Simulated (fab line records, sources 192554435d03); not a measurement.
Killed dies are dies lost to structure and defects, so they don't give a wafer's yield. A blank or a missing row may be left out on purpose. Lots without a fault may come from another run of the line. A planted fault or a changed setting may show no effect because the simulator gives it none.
A struck lot beside a sound one | flow n5_finfet | 38 steps out of a route of 1938
Sound: wafers L271.2, L271.4, L271.6. Struck: wafer L284.4. (L284.5 of the same lot was not struck and is left out.) The cause comes at the end.
At each step with rows: each side's tool, then ch and its chambers, then its first start. Under that, the readings that differ: sound wafers | struck wafers | difference of the means | sigmas: that difference in standard deviations of wafers without a fault.
alike: readings whose means differ by less than 2 such deviations, and words and numbers that are the same on both sides. not compared: withheld readings, readings that some wafer has no value for, bounds like >300 that may hide the same value, and numbers for which the record gives no deviation and whose values overlap.
The two part at a step that has a row with sigmas, a row that says differs or no value, or rows on one side only. Numbers that don't overlap but have no deviation are shown without sigmas and don't part them. A reading that every wafer of one side lacks parts them only if that side has two wafers or more.

first, 9 steps without rows for these wafers: N5_BEOL_M4_ANNEAL_95 (time 240 s); N5_BEOL_M4_SPUTTER_96 (material Cu, target thk 4.5 nm, time 8.29 s); N5_BEOL_M4_ECD_50 (material Cu, target thk 300 nm); N5_BEOL_M4_ANNEAL_51 (time 90 s); N5_BEOL_M4_CMP_52 (polishes, stops on SiOC, t overpolish 6.8 s, target thk 40 nm); N5_BEOL_M4_PRE_CLEAN_60 (time 15 s); N5_BEOL_M4_CO_CAP_55 (material Co, precursor CCTBA/H2, target thk 2 nm, time 102.1 s); N5_BEOL_M4_PRE_CLEAN_56 (time 15 s); N5_BEOL_M4_DEP_57 (deposits SiCN from 3MS/NH3, target thk 8 nm, time 14 s).
N5_BEOL_M4_RC_MEAS_101:
  sound on prober-01 ch 0, day 7 19:46; struck on prober-01 ch 0, day 11 15:41
  alike: DIBL_N, DIBL_P, IOFF_N, IOFF_P, ION_N, ION_P, SS_N, SS_P, VT_N, VT_P
then, 24 steps without rows for these wafers: N5_BEOL_M5_ILD_DEP_00 (deposits SiCOH lowk from DEMS/porogen, target thk 140.64 nm, time 25.9 s); N5_BEOL_M5_CURE_79 (cures SiCOH lowk, time 240 s); N5_BEOL_M5_PECVD_70 (deposits SiO2 from TEOS/O2, target thk 16 nm, time 18 s); N5_BEOL_M5_HM_DEP_02 (deposits TiN, target thk 20 nm); N5_BEOL_M5_COAT_59 (time 60 s, resist thk 60 nm); N5_BEOL_M5_COAT_60 (time 60 s, resist thk 12 nm); N5_BEOL_M5_COAT_71 (time 60 s, resist thk 5 nm); N5_BEOL_M5_COAT_05 (resist thk 30 nm); N5_BEOL_M5_EBR_07; N5_BEOL_M5_SOFTBAKE_06 (time 60 s); N5_BEOL_M5_EXPOSE_08 (exposes mask M5, target cd 28 nm); N5_BEOL_M5_PEB_09 (peb time 60 s); N5_BEOL_M5_DEVELOP_10 (develop time 30 s); N5_BEOL_M5_DESCUM_16 (chemistry O2, time 7 s); N5_BEOL_M5_ETCH_72 (etches underlayer in N2/H2, target depth 6.5 nm, time 5.2 s); N5_BEOL_M5_ETCH_61 (etches SiARC in CF4, target depth 15.6 nm, time 26 s); N5_BEOL_M5_ETCH_62 (etches SOC in N2/H2, target depth 75 nm, overetch 15 nm, time 112.5 s); N5_BEOL_M5_STRIP_63 (strips in N2/H2); N5_BEOL_M5_STRIP_73 (strips in N2/H2); N5_BEOL_M5_STRIP_64 (strips in CF4); N5_BEOL_M5_HM_OPEN_17 (chemistry Cl2/BCl3, target TiN, target depth 20 nm, overetch 6 nm); N5_BEOL_M5_STRIP_19 (strips in O2); N5_BEOL_M5_COAT_65 (time 60 s, resist thk 60 nm); N5_BEOL_M5_COAT_66 (time 60 s, resist thk 12 nm).
N5_BEOL_M8_ILD_DEP_00: deposits SiCOH lowk from DEMS/porogen, target thk 179.75 nm, time 33.4 s.
  sound on pecvd-03 ch 0,1,2, day 9 06:37; struck on pecvd-03 ch 1, day 13 05:32
  reading                                            | sound             | struck | difference | sigmas
  model.SiCOH_lowk_of_BEOL_M8_ILD_DEP_00.thk_nm (nm) | 176.4 180.2 180.8 | 110.2  | -68.9      |
  alike: heater_power_w, showerhead_plenum_p_Torr, throttle_valve_pct
N5_BEOL_M8_THK_MEAS_01:
  sound on film_metro-01, day 9 07:13; struck on film_metro-01, day 13 07:12
  reading         | sound             | struck | difference | sigmas
  M8_ILD_THK (nm) | 152.1 155.5 156.0 | 94.6   | -59.9      | -33
N5_BEOL_M8_CMP_52: polishes, stops on SiCOH lowk, t overpolish 6.9 s, target thk 80 nm.
  sound on cmp-02 ch 0,2, day 9 14:22; struck on cmp-02 ch 2, day 13 16:38
  reading                                            | sound         | struck | difference | sigmas
  model.SiCOH_lowk_of_BEOL_M8_ILD_DEP_00.thk_nm (nm) | 149 152.4 153 | 91.6   | -59.9      |
  alike: motor_current_A
-- the record jumps here: 3 days lie between the struck wafers' starts before and after (it left off in module BEOL_M8 and takes up again in module PASSIVATION, whose first step shown is number 1936 of the route) --
N5_PASSIVATION_PROBE_49:
  sound on prober-01, day 12 06:50; struck on prober-02, day 16 12:15
  reading                  | sound          | struck | difference | sigmas
  defect_limited_yield (%) | 92.1 92.5 93.0 | 76.0   | -16.5      | -11
  killed_at_M4_up          | 15 15 14       | 204    | +189       | +33
  killed_dies              | 93 88 83       | 283    | +195       | +11
  killed_on_rim            | 19 16 14       | 68     | +52        | +13
  sort_n_pass              | 1087 1092 1097 | 897    | -195       | -11
  sort_yield_pct (%)       | 92.1 92.5 93.0 | 76.0   | -16.5      | -11
  alike: killed_at_M0_to_M3, killed_at_contacts, killed_at_front_end, killed_at_other, killed_open, killed_short, sort_bin_4_leakage, sort_bin_5_function, sort_bin_6_memory

WHERE THEY PART
First at N5_BEOL_M8_THK_MEAS_01; last, within this record, at N5_PASSIVATION_PROBE_49.

WHY: what the simulator had put in
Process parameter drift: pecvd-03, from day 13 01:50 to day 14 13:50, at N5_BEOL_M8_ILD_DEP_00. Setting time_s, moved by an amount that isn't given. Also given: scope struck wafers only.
